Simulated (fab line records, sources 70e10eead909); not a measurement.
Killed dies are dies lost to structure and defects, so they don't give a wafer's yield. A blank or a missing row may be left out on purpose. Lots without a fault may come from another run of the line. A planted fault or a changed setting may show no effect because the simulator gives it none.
Which tool did it? | flow nand_harc | 12 lots, 36 wafers sampled, at 6 steps of a route of 1302

WHAT THE GAUGES READ, wafer by wafer
NHARC_A_DECK1_JOINT_THK_MEAS_17: measures by ellipsometry. Usual: thk_nm 44.8 nm, standard deviation 1.1.
lot  | measured     | on            | thk_nm (nm)    | flag
L577 | day 13 03:23 | film_metro-01 | 44.2 44.7 45.1 |
L580 | day 14 05:58 | film_metro-02 | 44.1 43.9 43.7 |
L581 | day 14 21:36 | film_metro-01 | 46.0 43.5 44.3 |
L582 | day 15 17:23 | film_metro-01 | 44.4 45.6 45.6 |
L583 | day 15 17:32 | film_metro-01 | 44.6 45.9 46.6 |
L584 | day 16 23:29 | film_metro-01 | 45.0 45.2 43.9 |
L585 | day 17 04:59 | film_metro-01 | 44.5 45.4 45.4 |
L587 | day 17 05:05 | film_metro-01 | 46.3 47.1 44.8 |
L589 | day 18 10:32 | film_metro-01 | 45.5 46.0 46.9 |
L590 | day 18 23:26 | film_metro-01 | 45.1 44.6 45.2 |
L591 | day 19 06:35 | film_metro-01 | 44.4 45.5 45.4 |
L597 | day 21 13:04 | film_metro-01 | 45.3 44.3 44.6 |

NHARC_A_ONON_D2_THK_MEAS_27: measures by ellipsometry. Usual: thk_nm 998 nm, standard deviation 13.
lot  | measured     | on            | thk_nm (nm)    | flag
L577 | day 13 19:22 | film_metro-02 | 1018 1018 1018 |
L580 | day 14 20:41 | film_metro-02 | 976 976 974    |
L581 | day 15 10:42 | film_metro-01 | 1017 1015 1014 |
L582 | day 16 05:41 | film_metro-02 | 995 997 995    |
L583 | day 16 05:41 | film_metro-01 | 986 986 986    |
L584 | day 17 13:07 | film_metro-01 | 995 995 995    |
L585 | day 17 16:55 | film_metro-02 | 996 994 996    |
L587 | day 17 16:55 | film_metro-02 | 979 979 982    |
L589 | day 18 22:49 | film_metro-02 | 975 977 976    |
L590 | day 19 11:21 | film_metro-01 | 1168 1166 1165 | OFF
L591 | day 19 19:05 | film_metro-01 | 1184 1182 1184 | OFF
L597 | day 22 02:56 | film_metro-02 | 1017 1018 1020 |

NHARC_END_SORT_01. Usual: killed_at_array 61, standard deviation 26; killed_at_other 0.8, standard deviation 1.1; killed_at_periphery 4.0, standard deviation 2.6; killed_dies 66, standard deviation 26; killed_open 3.1, standard deviation 1.7; killed_short 2.5, standard deviation 1.5.
lot  | measured     | on        | killed_at_array | killed_at_other | killed_at_periphery | killed_dies | killed_open | killed_short | flag
L590 | day 31 06:13 | prober-02 | 671 674 674     | 2 1 0           | 4 2 3               | 677 677 677 | 4 5 2       | 2 4 6        | OFF
L591 | day 31 00:04 | prober-01 | 673 669 674     | 3 1 1           | 1 7 2               | 677 677 677 | 1 0 1       | 3 4 6        | OFF

WHICH TOOL RAN EACH LOT (tool, then ch and the chambers of the sampled wafers, then the start)
lot  | NHARC_A_CHANNEL_FILL_D1_ALD_16   | NHARC_A_ONON_D2_DEP_25           | NHARC_A_CHANNEL_HOLE_D2_ETCH_38
L577 | ald_hk-04 ch 1,2,3, day 10 08:49 | pecvd_onon-03 ch 0, day 13 18:51 | rie_diel-07 ch 0,1, day 14 03:19
L580 | ald_hk-02 ch 1,2,3, day 11 10:55 | pecvd_onon-02 ch 0, day 14 20:10 | rie_diel-08 ch 0,1,3, day 15 00:41
L581 | ald_hk-02 ch 0,1,3, day 11 22:39 | pecvd_onon-02 ch 0, day 15 10:15 | rie_diel-07 ch 0,1,2, day 15 16:34
L582 | ald_hk-03 ch 0,2,3, day 12 18:05 | pecvd_onon-04 ch 0, day 16 05:10 | rie_diel-07 ch 1,2, day 16 10:30
L583 | ald_hk-03 ch 1,2,3, day 12 18:25 | pecvd_onon-02 ch 0, day 16 05:18 | rie_diel-07 ch 0,2, day 16 12:45
L584 | ald_hk-03 ch 0,1,3, day 13 13:28 | pecvd_onon-02 ch 0, day 17 12:46 | rie_diel-07 ch 0,3, day 17 17:38
L585 | ald_hk-02 ch 0,2,3, day 14 04:53 | pecvd_onon-02 ch 0, day 17 16:27 | rie_diel-06 ch 2,3, day 17 22:07
L587 | ald_hk-04 ch 1,2,3, day 14 11:59 | pecvd_onon-03 ch 0, day 17 16:25 | rie_diel-08 ch 0,1,3, day 17 23:15
L589 | ald_hk-03 ch 2,3, day 15 07:38   | pecvd_onon-02 ch 0, day 18 22:22 | rie_diel-08 ch 0,1, day 19 09:35
L590 | ald_hk-04 ch 1,2,3, day 15 20:37 | pecvd_onon-02 ch 0, day 19 10:51 | -
L591 | ald_hk-03 ch 1,2,3, day 16 07:28 | pecvd_onon-02 ch 0, day 19 18:35 | -
L597 | ald_hk-04 ch 0,1,2, day 18 16:23 | pecvd_onon-03 ch 0, day 22 02:29 | rie_diel-08 ch 0,1,2, day 22 07:05
- NHARC_A_CHANNEL_FILL_D1_ALD_16: deposits SiO2, target thk 1.5 nm, pulse time 10 s, ald cycles 15.
- NHARC_A_ONON_D2_DEP_25: target thk 1000 nm.
- NHARC_A_CHANNEL_HOLE_D2_ETCH_38: etches the open film in CF4, target depth 39 nm, time 65 s.

WHAT THE TOOLS THEMSELVES READ (means of the sampled wafers that have a number; where no wafer has one, the mark that the record gives instead)
NHARC_A_CHANNEL_FILL_D1_ALD_16. Usual: heater_power_w 458 W, standard deviation 56; precursor_pulse_height_rel 0.998, standard deviation 0.02; susceptor_temp_C 299.97 C, standard deviation 0.2.
lot  | tool      | heater_power_w (W) | precursor_pulse_height_rel | susceptor_temp_C (C) | flag
L577 | ald_hk-04 | 453                | 0.985                      | 299.94               |
L580 | ald_hk-02 | 447                | 0.979                      | 299.96               |
L581 | ald_hk-02 | 488                | 0.988                      | 300.04               |
L582 | ald_hk-03 | 443                | 0.998                      | 300.07               |
L583 | ald_hk-03 | 411                | 1.006                      | 299.83               |
L584 | ald_hk-03 | 415                | 1.003                      | 300.00               |
L585 | ald_hk-02 | 486                | 0.997                      | 300.04               |
L587 | ald_hk-04 | 466                | 0.995                      | 300.05               |
L589 | ald_hk-03 | 457                | 0.995                      | 299.74               |
L590 | ald_hk-04 | 472                | 0.988                      | 299.92               |
L591 | ald_hk-03 | 412                | 0.992                      | 300.25               |
L597 | ald_hk-04 | 477                | 1.008                      | 300.02               |

NHARC_A_ONON_D2_DEP_25. Usual: susceptor_temp_C 399.99 C, standard deviation 0.19.
lot  | tool          | susceptor_temp_C (C) | flag
L577 | pecvd_onon-03 | 400.01               |
L580 | pecvd_onon-02 | 399.81               |
L581 | pecvd_onon-02 | 399.96               |
L582 | pecvd_onon-04 | 400.22               |
L583 | pecvd_onon-02 | 399.86               |
L584 | pecvd_onon-02 | 400.06               |
L585 | pecvd_onon-02 | 399.86               |
L587 | pecvd_onon-03 | 399.99               |
L589 | pecvd_onon-02 | 399.63               |
L590 | pecvd_onon-02 | 400.14               |
L591 | pecvd_onon-02 | 400.03               |
L597 | pecvd_onon-03 | 400.07               |

NHARC_A_CHANNEL_HOLE_D2_ETCH_38. Usual: drypump_motor_current_A 5.6 A, standard deviation 0.46; oes_product_au 1.004 a.u., standard deviation 0.012; rf_vpp_V 151.4 V, standard deviation 1.4; showerhead_plenum_p_Torr 1.77 Torr, standard deviation 0.088; throttle_valve_pct 13.284 %, standard deviation 0.0088.
lot  | tool        | drypump_motor_current_A (A) | oes_product_au (a.u.) | rf_vpp_V (V) | showerhead_plenum_p_Torr (Torr) | throttle_valve_pct (%) | flag
L577 | rie_diel-07 | 5.2                         | 0.998                 | 149.9        | 1.66                            | 13.285                 |
L580 | rie_diel-08 | 5.5                         | 1.008                 | 150.0        | 1.74                            | 13.284                 |
L581 | rie_diel-07 | 5.6                         | 1.003                 | 151.2        | 1.73                            | 13.288                 |
L582 | rie_diel-07 | 5.7                         | 1.009                 | 151.7        | 1.81                            | 13.278                 |
L583 | rie_diel-07 | 6.0                         | 1.007                 | 151.5        | 1.73                            | 13.291                 |
L584 | rie_diel-07 | 6.0                         | 1.004                 | 149.6        | 1.72                            | 13.285                 |
L585 | rie_diel-06 | 5.7                         | 0.998                 | 151.5        | 1.76                            | 13.283                 |
L587 | rie_diel-08 | 5.5                         | 0.995                 | 152.2        | 1.74                            | 13.280                 |
L589 | rie_diel-08 | 5.2                         | 1.005                 | 150.6        | 1.71                            | 13.281                 |
L597 | rie_diel-08 | 5.4                         | 0.997                 | 151.8        | 1.77                            | 13.281                 |

THE ANSWER, worked out from the rows above alone
Rule: a lot is off if the mean of its wafers that have a number lies more than 3 standard deviations from the usual mean. A lot without any number at a reading at which 4 lots or more have one is off too. The other lots that the step has rows for count as sound. The gauges are gone through in route order, then the tools' own readings, and for those a lot's mean is taken as printed above. The first step at which some lot is off is used, and at that step the reading that is off furthest; a lot without a number counts as furthest.
Off: L590, L591, at NHARC_A_ONON_D2_THK_MEAS_27 (thk_nm).
A tool fits if, at a process step before that reading, it ran every lot that is off, and no sound lot after the first of them. The gauges at NHARC_A_ONON_D2_THK_MEAS_27 aren't tried: what is off there is off at NHARC_END_SORT_01 too, on other tools, and a gauge's error can't cause that. One fits: pecvd_onon-02 at NHARC_A_ONON_D2_DEP_25. Its last sound lot is L589 (day 18 22:22), its first lot that is off L590 (day 19 10:51): a fault that began between those two fits.

WHAT THE SIMULATOR HAD PUT IN
Process parameter drift: pecvd_onon-02, from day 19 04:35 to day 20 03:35, at NHARC_A_ONON_D2_DEP_25. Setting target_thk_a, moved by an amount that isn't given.
Lots struck among those shown: L590, L591. The rule above found the same.
